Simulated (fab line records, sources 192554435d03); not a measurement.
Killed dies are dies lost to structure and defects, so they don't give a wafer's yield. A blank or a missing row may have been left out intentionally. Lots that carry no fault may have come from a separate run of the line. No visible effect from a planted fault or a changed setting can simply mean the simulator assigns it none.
fab line records    flow n5Finfet
record: lots: 5  wafers: 15  lastDay: 21
route steps=1938 shown BEOL_M9@1449 BEOL_M10@1470 PASSIVATION@1936
lots that met no fault: from a run of the same line without faults
startH: hours from the record's opening day to when the first of the lot's shown wafers began    waitH: how many hours have passed since the lot's step before this one    " same as the row above    L1.1+2: a single row standing in for several wafers    - value missing, or start not given    * or withheld: withheld    < > ~ a bound
route shown NAME@n: names a module that has steps shown in the file, with the first one's number in the route    usual: the fault-free wafers' mean and standard deviation    same: alike in all rows    chamber/n: place in a boat    sites: each site's reading    _std_site: the values' standard deviation    _edge_site: inner sites' mean taken away from outer sites' mean    radiusMm: how far each site lies from the wafer's centre    mask NAME#n: copy n    behind: tool/chamber where the wafer was last shaped    hold: reason for holding the lot/hours on hold/outcome of the hold    device: which transistor (n, p or np) failed to switch    end of line: tests run on the same wafers once the route is complete    a step without rows: its recipe alone    killed: not the wafer's yield, but the dies lost to structure and defects at the first sort    map: per-die view of a wafer (x killed, . not killed, _ where there is no die)
set.NAME: the setting as run; set.NAME@STEP: as run at that earlier step    model.NAME: the simulator's own value behind a step, which no gauge read
certain route steps with their lots: each step a table, each wafer a row
services: the hour from which a tool's chamber was out of use, counted from the record's first day as startH (under 0 if before that day), plus the number of hours and why
== steps ==
step: N5_BEOL_M9_OCD_MEAS_38
usual: trenchDepthNm: 151/3.2
lot.wafer  tool    chamber  startH  waitH  trenchDepthNm
L212.1     ocd-02  -        318.95  -      152
L212.2     "       -        "       "      158
L212.6     "       -        "       "      148
L216.2     ocd-01  -        330.43  -      156
L216.3     "       -        "       "      151
L216.5     "       -        "       "      151
L232.2     ocd-02  -        427.28  -      148
L232.5     "       -        "       "      150
L232.6     "       -        "       "      152
L234.2     ocd-02  -        434.37  -      154
L234.3     "       -        "       "      150
L234.4     "       -        "       "      150
L235.1     ocd-02  -        447.80  -      148
L235.4     "       -        "       "      151
L235.5     "       -        "       "      151
step: N5_BEOL_M9_HM_STRIP_39
recipe: chemistry: peroxideTinStrip  material: TiN  targetDepthA: 250  tempC: 50  timeS: 158
step: N5_BEOL_M9_SRD_40
recipe: timeS: 30  tempC: 23  rinseLiquid: diw  dry: ipaMarangoni
step: N5_BEOL_M9_PRECLEAN_42
recipe: chemistry: residueRemover  timeS: 60  tempC: 40
step: N5_BEOL_M9_SRD_43
recipe: timeS: 30  tempC: 23  rinseLiquid: diw  dry: ipaMarangoni
step: N5_BEOL_M9_CD_MEAS_35
recipe: targetCdNm: 70  targetCdYNm: 40  polarity: opening
usual: cdNm: 69.9/0.88
lot.wafer  tool      chamber  startH  waitH  cdNm
L212.1     cdSem-03  -        319.10  0.0    70.1
L212.2     "         -        "       "      70.6
L212.6     "         -        "       "      70.6
L216.2     cdSem-03  -        330.58  0.0    70.8
L216.3     "         -        "       "      69.2
L216.5     "         -        "       "      71.3
L232.2     cdSem-02  -        427.44  0.0    69.3
L232.5     "         -        "       "      70.7
L232.6     "         -        "       "      69.5
L234.2     cdSem-03  -        434.53  0.0    70.8
L234.3     "         -        "       "      69.7
L234.4     "         -        "       "      68.8
L235.1     cdSem-03  -        447.96  0.0    68.5
L235.4     "         -        "       "      70.5
L235.5     "         -        "       "      69.4
step: N5_BEOL_M9_CURE_72
recipe: tempC: 370  timeS: 120  ambient: DMADMS/He  material: SiCOH_lowk
step: N5_BEOL_M9_DEGAS_44
recipe: ambient: vacuum  tempC: 250  timeS: 60
step: N5_BEOL_M9_PRE_CLEAN_45
recipe: gas: H2/He  timeS: 30  tempC: 250
step: N5_BEOL_M9_ALD_74
recipe: material: TaN  targetThkA: 20  tempC: 275  aldPrecursorFamily: PDMAT  aldCoReactant: NH3  pressureTorr: 3  carrierFlowSccm: 1500  pulseTimeS: 2  purgeTimeS: 3  coReactantPurgeTimeS: 2  coReactantPulseTimeS: 3  aldCycles: 40  precursorVesselTempC: 75  precursorVesselPressureTorr: 26.25  precursorVesselCarrierSccm: 1000
usual: heaterPowerW: 441/47
lot.wafer  tool         chamber  startH  waitH  heaterPowerW
L212.1     aldMetal-04  2        321.52  0.1    464
L212.2     "            0        "       "      511
L212.6     "            3        "       "      477
L216.2     aldMetal-04  3        331.20  0.0    472
L216.3     "            1        "       "      416
L216.5     "            3        "       "      464
L232.2     aldMetal-03  1        428.48  0.0    367
L232.5     "            0        "       "      452
L232.6     "            3        "       "      463
L234.2     aldMetal-02  2        435.15  0.2    386
L234.3     "            3        "       "      422
L234.4     "            0        "       "      347
L235.1     aldMetal-04  3        448.58  0.0    477
L235.4     "            0        "       "      506
L235.5     "            1        "       "      411
step: N5_BEOL_M9_SURFACE_TREAT_79
recipe: gas: Ar  timeS: *  ionEnergyEv: *  ionCurrentMaCm2: 0.5  pressureMtorr: *  arFlowSccm: 30
step: N5_BEOL_M9_CVD_78
recipe: material: Co  targetThkA: 20  tempC: withheld  precursor: CCTBA/H2  pressureTorr: 30  timeS: 138.9
step: N5_BEOL_M9_SPUTTER_48
recipe: material: Cu  targetThkA: 120  tempC: -20  biasV: 60  powerW: 26000  chamberPressurePa: 0.13  timeS: 2
usual: substrateTempC: -20.00/0.1  throttleValvePct: 30.1/1.2
lot.wafer  tool           chamber  startH  waitH  substrateTempC  throttleValvePct
L212.1     pvdSputter-02  -        322.51  0.1    -19.84          29.0
L212.2     "              -        "       "      -19.97          30.5
L212.6     "              -        "       "      -19.90          30.3
L216.2     pvdSputter-02  -        332.01  0.2    -20.07          30.6
L216.3     "              -        "       "      -19.96          30.6
L216.5     "              -        "       "      -19.91          30.8
L232.2     pvdSputter-03  -        429.06  0.1    -19.98          31.9
L232.5     "              -        "       "      -19.94          29.0
L232.6     "              -        "       "      -19.90          29.8
L234.2     pvdSputter-03  -        437.28  1.5    -20.05          28.4
L234.3     "              -        "       "      -19.96          31.7
L234.4     "              -        "       "      -19.86          29.1
L235.1     pvdSputter-01  -        449.42  0.1    -19.90          31.5
L235.4     "              -        "       "      -19.96          28.9
L235.5     "              -        "       "      -20.04          31.9
step: N5_BEOL_M9_ECD_50
recipe: material: Cu  targetThkA: 3180
step: N5_BEOL_M9_ANNEAL_51
recipe: tempC: 225  timeS: 90  ambient: N2
step: N5_BEOL_M9_CMP_52
recipe: stopOn: SiCOH_lowk  tOverpolishS: 7  downForcePsi: 1  platenRpm: 50  clearingPlatenDownForcePsi: 1.5  clearingPlatenRpm: 50  postCmpClean: cuAlkaline  targetThkNm: 140  clearingPlatenPadVelocityMS: 0.99484  padVelocityMS: 0.99484
step: N5_BEOL_M9_PRE_CLEAN_55
recipe: gas: NH3  timeS: 15  tempC: withheld  rfPowerW: 300
step: N5_BEOL_M9_DEP_56
recipe: material: SiCN  targetThkA: 150  tempC: withheld  precursor: 3MS/NH3  pressureTorr: 3  rfW: 202  timeS: 26.5
usual: showerheadPlenumPTorr: 3.663/0.013  throttleValvePct: 9.2/0.3
lot.wafer  tool      chamber  startH  waitH  showerheadPlenumPTorr  throttleValvePct
L212.1     pecvd-03  2        323.54  0.0    3.684                  8.9
L212.2     "         1        "       "      3.674                  9.7
L212.6     "         1        "       "      3.658                  9.8
L216.2     pecvd-02  1        332.97  0.0    3.652                  9.5
L216.3     "         2        "       "      3.675                  8.8
L216.5     "         0        "       "      3.657                  9.0
L232.2     pecvd-02  2        430.53  0.0    3.669                  9.2
L232.5     "         2        "       "      3.681                  9.2
L232.6     "         0        "       "      3.663                  9.2
L234.2     pecvd-04  0        438.16  0.0    3.647                  9.4
L234.3     "         2        "       "      3.677                  8.9
L234.4     "         2        "       "      3.671                  8.7
L235.1     pecvd-04  1        450.30  0.0    3.643                  9.5
L235.4     "         1        "       "      3.648                  9.4
L235.5     "         0        "       "      3.648                  9.3
step: N5_BEOL_M9_RS_MEAS_57
recipe: thkMeasGauge: four-point-probe  reads: Cu_of_BEOL_M9_ECD_50+Co_of_BEOL_M9_CVD_78+TaN_of_BEOL_M9_ALD_74
usual: M9_RS: 0.152/0.0039
lot.wafer  tool          chamber  startH  waitH  M9_RS[ohm/sq]
L212.1     filmMetro-01  -        323.62  0.1    0.150
L212.2     "             -        "       "      0.146
L212.6     "             -        "       "      0.156
L216.2     filmMetro-02  -        333.04  0.1    0.145
L216.3     "             -        "       "      0.152
L216.5     "             -        "       "      0.153
L232.2     filmMetro-01  -        430.62  0.1    0.156
L232.5     "             -        "       "      0.154
L232.6     "             -        "       "      0.151
L234.2     filmMetro-01  -        438.23  0.1    0.150
L234.3     "             -        "       "      0.153
L234.4     "             -        "       "      0.153
L235.1     filmMetro-01  -        450.37  0.1    0.154
L235.4     "             -        "       "      0.152
L235.5     "             -        "       "      0.153
step: N5_BEOL_M10_ILD_DEP_00
recipe: material: SiCOH_lowk  targetThkA: 3085.1  tempC: 300  precursor: DEMS/porogen  pressureTorr: 5  rfW: 500  timeS: 58
step: N5_BEOL_M10_CURE_71
recipe: tempC: 385  timeS: 240  ambient: He/Ar  material: SiCOH_lowk
usual: lampPowerPct: 52.31/0.053  wafer_temp_C_max: 386.5/0.42
lot.wafer  tool       chamber  startH  waitH  lampPowerPct  wafer_temp_C_max
L212.1     uvCure-01  2        323.76  0.0    52.26         385.9
L212.2     "          2        "       "      52.40         386.5
L212.6     "          2        "       "      52.31         386.2
L216.2     uvCure-02  0        333.30  0.2    52.37         387.1
L216.3     "          0        "       "      52.19         386.6
L216.5     "          0        "       "      52.25         387.2
L232.2     uvCure-01  2        430.92  0.2    52.18         385.9
L232.5     "          2        "       "      52.34         386.2
L232.6     "          2        "       "      52.43         386.6
L234.2     uvCure-02  0        438.45  0.1    52.27         387.8
L234.3     "          0        "       "      52.34         387.6
L234.4     "          0        "       "      52.30         387.2
L235.1     uvCure-03  1        450.61  0.1    52.36         386.2
L235.4     "          1        "       "      52.26         386.5
L235.5     "          1        "       "      52.34         386.5
step: N5_BEOL_M10_THK_MEAS_01
recipe: reads: SiCOH_lowk_of_BEOL_M10_ILD_DEP_00
usual: M10_ILD_THK: 267/3.2
lot.wafer  tool          chamber  startH  waitH  M10_ILD_THK[nm]
L212.1     filmMetro-02  -        324.27  0.4    264
L212.2     "             -        "       "      262
L212.6     "             -        "       "      268
L216.2     filmMetro-01  -        333.74  0.4    263
L216.3     "             -        "       "      262
L216.5     "             -        "       "      265
L232.2     filmMetro-01  -        431.76  0.7    261
L232.5     "             -        "       "      265
L232.6     "             -        "       "      268
L234.2     filmMetro-02  -        438.89  0.4    265
L234.3     "             -        "       "      268
L234.4     "             -        "       "      268
L235.1     filmMetro-02  -        451.12  0.4    263
L235.4     "             -        "       "      267
L235.5     "             -        "       "      265
step: N5_BEOL_M10_PECVD_70
recipe: material: SiO2  targetThkA: 200  tempC: 400  precursor: TEOS/O2  pressureTorr: 5.5  rfW: 450  teosFlowSccm: 53.8  gas: O2  flowSccm: 3000  timeS: 22.7
usual: heaterPowerW: 738/120  showerheadPlenumPTorr: 8.79/0.063  throttleValvePct: 22.4/0.99
lot.wafer  tool      chamber  startH  waitH  heaterPowerW  showerheadPlenumPTorr  throttleValvePct
L212.1     pecvd-02  2        324.31  0.0    691           8.81                   22.4
L212.2     "         1        "       "      741           8.73                   23.4
L212.6     "         2        "       "      695           8.79                   22.5
L216.2     pecvd-04  1        333.78  0.0    790           8.66                   23.7
L216.3     "         2        "       "      870           8.81                   21.1
L216.5     "         0        "       "      979           8.70                   22.6
L232.2     pecvd-01  1        431.79  0.0    691           8.89                   21.4
L232.5     "         2        "       "      550           8.85                   21.4
L232.6     "         1        "       "      685           8.92                   21.2
L234.2     pecvd-04  1        438.92  0.0    719           8.65                   23.9
L234.3     "         0        "       "      989           8.73                   23.1
L234.4     "         0        "       "      970           8.74                   23.0
L235.1     pecvd-01  0        451.16  0.0    728           8.79                   23.8
L235.4     "         1        "       "      693           8.88                   21.6
L235.5     "         0        "       "      710           8.78                   23.6
step: N5_BEOL_M10_HM_DEP_02
recipe: material: TiN  targetThkA: 200  tempC: 25  chamberPressurePa: 0.49996
step: N5_BEOL_M10_COAT_59
recipe: resist: SOC  tempC: 250  timeS: 60  spinRpm: 1500  resistThkNm: 100
step: N5_BEOL_M10_COAT_60
recipe: resist: SiARC  tempC: 220  timeS: 60  spinRpm: 1500  resistThkNm: 30
step: N5_BEOL_M10_COAT_05
recipe: resist: CAR-ArF  spinRpm: 1500  resistThkNm: 90
step: N5_BEOL_M10_EBR_07
recipe: solvent: PGMEA  ebrWidthMm: 1.5
step: N5_BEOL_M10_SOFTBAKE_06
recipe: tempC: 110  timeS: 60  resist: CAR-ArF
step: N5_BEOL_M10_EXPOSE_08
recipe: maskId: M10  na: 1.35  sourceShape: dipole  sigmaInner: 0.411  sigmaOuter: 0.611  polarization: te  doseMj: 53.75
step: N5_BEOL_M10_PEB_09
recipe: pebTempC: withheld  pebTimeS: 60  resist: CAR-ArF
step: N5_BEOL_M10_DEVELOP_10
recipe: developTimeS: 30  developer: TMAH  resist: CAR-ArF  rinseLiquid: diw  dry: airSpin  devTempC: 23
step: N5_BEOL_M10_CD_MEAS_11
recipe: targetCdNm: 64.1  landingEnergyEv: 500  detector: seInlens  polarity: opening
usual: cdNm: 63.8/1
lot.wafer  tool      chamber  startH  waitH  cdNm
L212.1     cdSem-02  0        326.41  -      63.8
L212.2     "         0        "       "      64.1
L212.6     "         0        "       "      64.0
L216.2     cdSem-01  0        334.55  -      62.3
L216.3     "         0        "       "      62.6
L216.5     "         0        "       "      63.1
L232.2     cdSem-02  0        432.63  -      63.0
L232.5     "         0        "       "      62.6
L232.6     "         0        "       "      63.0
L234.2     cdSem-02  0        440.54  -      63.1
L234.3     "         0        "       "      63.4
L234.4     "         0        "       "      62.9
L235.1     cdSem-02  0        452.33  -      62.5
L235.4     "         0        "       "      62.9
L235.5     "         0        "       "      64.4
step: N5_BEOL_M10_OVL_MEAS_12
recipe: pointsPerWafer: 44
usual: M10_OVL: -0.5/0.76
lot.wafer  tool        chamber  startH  waitH  M10_OVL[nm]
L212.1     overlay-01  0        326.44  0.0    -0.2
L212.2     "           0        "       "      -0.8
L212.6     "           0        "       "      0.0
L216.2     overlay-01  0        334.57  0.0    0.6
L216.3     "           0        "       "      -0.1
L216.5     "           0        "       "      0.2
L232.2     overlay-01  0        432.66  0.0    -0.3
L232.5     "           0        "       "      1.1
L232.6     "           0        "       "      -1.2
L234.2     overlay-01  0        440.57  0.0    -1.0
L234.3     "           0        "       "      0.3
L234.4     "           0        "       "      -0.1
L235.1     overlay-02  0        452.37  0.0    0.7
L235.4     "           0        "       "      -0.4
L235.5     "           0        "       "      0.9
step: N5_BEOL_M10_DESCUM_16
recipe: chemistry: O2  timeS: 7.9  sourcePowerW: 50  biasPowerW: 20  pressureMtorr: 20  rfFrequencyHz: 2.712e+07  tempC: 40  resist: CAR-ArF  o2FlowSccm: 225
step: N5_BEOL_M10_ETCH_61
recipe: chemistry: CF4  target: SiARC  targetDepthA: 390  maskMaterial: CAR-ArF  timeS: 65  ionEnergyEv: 80  pressureMtorr: 40  sourceW: 545  biasW: 36  Ar_flow_sccm: 100  cf4FlowSccm: 100  ends: cleared
step: N5_BEOL_M10_ETCH_62
recipe: chemistry: N2/H2  target: SOC  targetDepthA: 1100  overetchA: 220  maskMaterial: SiARC  tempC: 40  timeS: 165  ionEnergyEv: 200  pressureMtorr: 30  sourceW: 840  biasW: 150  n2FlowSccm: 200  h2FlowSccm: 200
usual: drypumpMotorCurrentA: 5.9/0.44  oesProductAu: 0.69/0.063  rfVppV: 524.4/2.2  showerheadPlenumPTorr: 2.57/0.071  throttleValvePct: 17.77/0.24
lot.wafer  tool        chamber  startH  waitH  drypumpMotorCurrentA  oesProductAu  rfHoursCounterH  rfVppV  showerheadPlenumPTorr  throttleValvePct
L212.1     rieDiel-05  1        327.09  0.0    6.2                   0.69          75               527.2   2.70                   18.13
L212.2     "           3        "       "      6.7                   0.68          81               526.2   2.66                   17.51
L212.6     "           3        "       "      6.7                   0.68          -                527.7   2.66                   17.52
L216.2     rieDiel-04  3        334.72  0.0    5.7                   0.81          8                523.5   2.59                   17.50
L216.3     "           2        "       "      5.7                   0.62          157              523.6   2.52                   17.71
L216.5     "           1        "       "      6.3                   0.73          -                524.0   2.60                   18.08
L232.2     rieDiel-01  0        432.80  0.0    6.2                   0.62          184              525.7   2.67                   18.18
L232.5     "           1        "       "      5.9                   0.69          -                520.7   2.46                   17.87
L232.6     "           0        "       "      6.2                   0.62          -                525.2   2.67                   18.18
L234.2     rieDiel-05  2        440.71  0.0    5.8                   0.64          145              523.7   2.55                   17.87
L234.3     "           0        "       "      5.6                   0.62          153              526.5   2.63                   17.46
L234.4     "           3        "       "      6.7                   0.65          123              527.5   2.64                   17.59
L235.1     rieDiel-05  2        452.51  0.0    5.7                   0.65          148              524.4   2.55                   17.87
L235.4     "           0        "       "      5.7                   0.61          -                527.4   2.62                   17.46
L235.5     "           2        "       "      5.8                   0.64          -                522.9   2.55                   17.86
step: N5_BEOL_M10_STRIP_68
recipe: chemistry: N2/H2  tempC: 40  n2FlowSccm: 200  h2FlowSccm: 200  rfFrequencyHz: 6e+07
step: N5_BEOL_M10_STRIP_67
recipe: chemistry: CF4  resist: SiARC  powerW: 300  biasPowerW: 75  pressureMtorr: 50  cf4FlowSccm: 150  rfFrequencyHz: 6e+07
step: N5_PASSIVATION_PROBE_49
usual: defectLimitedYield: 91.1/1.4  killed_at_M0_to_M3: 34/9.6  killed_at_M4_up: 15/5.3  killedAtContacts: 12/6.1  killedAtFrontEnd: 40/11  killedAtOther: 3.5/2.8  killedDies: 105/17  killedOpen: 70/12  killedShort: 34/7.7  sort_bin_4_leakage: 0.01/0.07  sort_bin_5_function: 5.2/0.97  sort_bin_6_memory: 3.4/0.62  sortNPass: 1075/17  sortYieldPct: 91.1/1.4
same: grossDies: 1180  killedAtBackSide: 0  sort_bin_8_speed[%]: 0
lot.wafer  tool       chamber  startH  waitH  defectLimitedYield[%]  killed_at_M0_to_M3  killed_at_M4_up  killedAtContacts  killedAtFrontEnd  killedAtOther  killedDies  killedOpen  killedShort  sort_bin_4_leakage[%]  sort_bin_5_function[%]  sort_bin_6_memory[%]  sortNPass  sortYieldPct[%]
L216.2     prober-02  -        391.43  0.1    86.5                   37                  73               18                27                4              159         68          32           0                      8.1                     3.2                   1021       86.5
L216.3     prober-02  -        391.48  0.1    81.4                   32                  146              7                 34                0              219         52          33           0                      12.4                    3.5                   961        81.4
L216.5     prober-02  -        391.58  0.2    83.6                   25                  135              7                 26                1              194         55          23           0                      10.3                    3.3                   986        83.6
killed by level:class
L216.2 BEOL_M9:unspecified=59 BEOL_M1:geometricParticle:open=14 MOL_CONTACT_COAG:geometricParticle:open=11 MOL_CONTACT_COAG:geometricParticle:short=7 BEOL_M0_SAQP:geometricParticle:open=6 STI_FIN_REVEAL:geometricParticle:open=5 BEOL_M3:geometricParticle:open=5 BEOL_M4:geometricParticle:open=5
L216.3 BEOL_M9:unspecified=133 BEOL_M1:geometricParticle:open=14 ILD0:geometricParticle:short=8 GATE_CUT:geometricParticle:short=6 STI_FIN_REVEAL:geometricParticle:open=5 MOL_CONTACT_COAG:geometricParticle:open=5 DUMMY_GATE:geometricParticle:open=4 BEOL_M0_SAQP:geometricParticle:open=4
L216.5 BEOL_M9:unspecified=116 STI_FIN_REVEAL:geometricParticle:open=10 BEOL_M3:geometricParticle:open=9 MOL_CONTACT_COAG:geometricParticle:open=6 BEOL_M0_SAQP:geometricParticle:short=5 BEOL_M4:geometricParticle:short=5 BEOL_M4:geometricParticle:open=5 DUMMY_GATE:geometricParticle:open=3
map L216.3 (x killed, . not)
_________________...xx.x..x..________________
______________..........x......._____________
___________........................__________
__________..xx..x...x..x............_________
________..xxx.x..x............x......._______
_______xxxxxxxxxxxx....................______
______.x.xxxxxxxxxxx..x...........x....._____
_____x.xxxxxxxxxxxx.x..x....x.....x......____
____x.x.xxxxxxxxxxxx.xx........x..........___
___....xxxxxxxxxxxxxx.................x....__
___...x.xxxxxxxxxxxxx...........x....x.....__
__....xxxxxxxxxxxxxx.xxxx.......xx.........._
__.x.xx.xxxxxxxxxxx.x......................._
_.......xxxxxxxxxxx...x......x..........x.x..
_....x.x.xxxx.xx.......x.................x...
_...........x................................
_........x................x.......x........x.
_..............x...................x.........
_.....................x................x.....
_........................x...................
_.....x..x............x.........x.....x...x..
__...................xx..........x.......x.._
__x................xx..................xx.x._
___................x..................x....__
___.....................x...........x......__
____.....x............................x...___
_____..................x....x............____
______...........x.....x.x.............x_____
_______.x.......x.........x............______
________....x.x.......x..............._______
__________.........................._________
___________....x.........x.........__________
______________.x.............xx._____________
_________________..xx.......x________________
map L212.1 (x killed, . not)
_________________............________________
______________..x..............._____________
___________..................x.....__________
__________................x........._________
________x....x...........x..x.x......._______
_______........................x..x....______
______.....x............................_____
_____.............x............x.x.......____
____...xx....x...........x.....x..x.......___
___xx.............x.........x..............__
___..........x....................x........__
__...........x...............x.....x.......x_
__.........x............x..................._
_..x............................x......x.x...
_..........x................x.........x......
_..xx...................xx...x........xx.x...
_............................................
_.....x.x.....x...x......x..........x........
_.........x..................................
_x......x............x..x....................
_.x.........x......xx........x...............
__...........x....x.....x......x............_
__....x.x......x................x........x.._
___..x.....................................__
___...........................x.......xx...__
____...........................x.......x..___
_____...x......x..........x..........x...____
______...............................x.._____
_______........x.......................______
________...x.....................x...x_______
__________...................x.x...._________
___________xx..x.....x......x......__________
______________..x..x............_____________
_________________............________________
== services ==
tool           chamber  startH  hours  kind
pecvd-04       1        306.59  4.1    repair
aldMetal-03    2        310.32  1.9    repair
rieDiel-01     1        310.36  2.1    repair
pecvd-02       -        324.36  0.8    repair
pecvd-04       -        324.90  0.8    repair
pecvd-01       -        334.31  2.8    pm
aldMetal-04    -        336.50  4.3    pm
aldMetal-02    -        337.25  14.0   pm
rieDiel-04     2        339.41  7.8    repair
uvCure-03      -        343.02  0.3    repair
aldMetal-04    0        344.43  36.9   repair
aldMetal-03    -        354.52  0.8    repair
pecvd-02       2        355.98  11.3   repair
rieDiel-05     0        359.21  8.0    repair
pecvd-04       -        364.73  5.5    pm
pecvd-01       -        371.26  1.8    repair
uvCure-01      -        373.82  22.2   pm
pvdSputter-02  -        409.67  7.3    repair
rieDiel-05     -        410.63  0.9    repair
pecvd-04       0        414.13  6.0    repair
pecvd-01       -        415.89  5.5    pm
aldMetal-04    -        429.16  1.2    pm
uvCure-01      -        449.27  3.2    repair
rieDiel-05     1        452.35  1.3    repair
== key ==
firstSign: step: N5_PASSIVATION_PROBE_49  reading: killed_at_M4_up  direction: up  sigmas: 20  usual: 15  struck: 118
effect: step: N5_PASSIVATION_PROBE_49  reading: killedDies  direction: up  sigmas: 5  usual: 105  struck: 191
moreKillsBornAt: N5_BEOL_M9_SPUTTER_48@pvdSputter-02: 308
metAt N5_BEOL_M9_SPUTTER_48
struckWafers L216.2,L216.3,L216.5
alsoFits N5_BEOL_M10_ETCH_62:rieDiel-04
fault: kind: chamberParticleSource  tool: pvdSputter-02  chamber: -  onsetH: 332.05  steps: N5_BEOL_M9_SPUTTER_48  ratePerVisitCm2: 1.1759
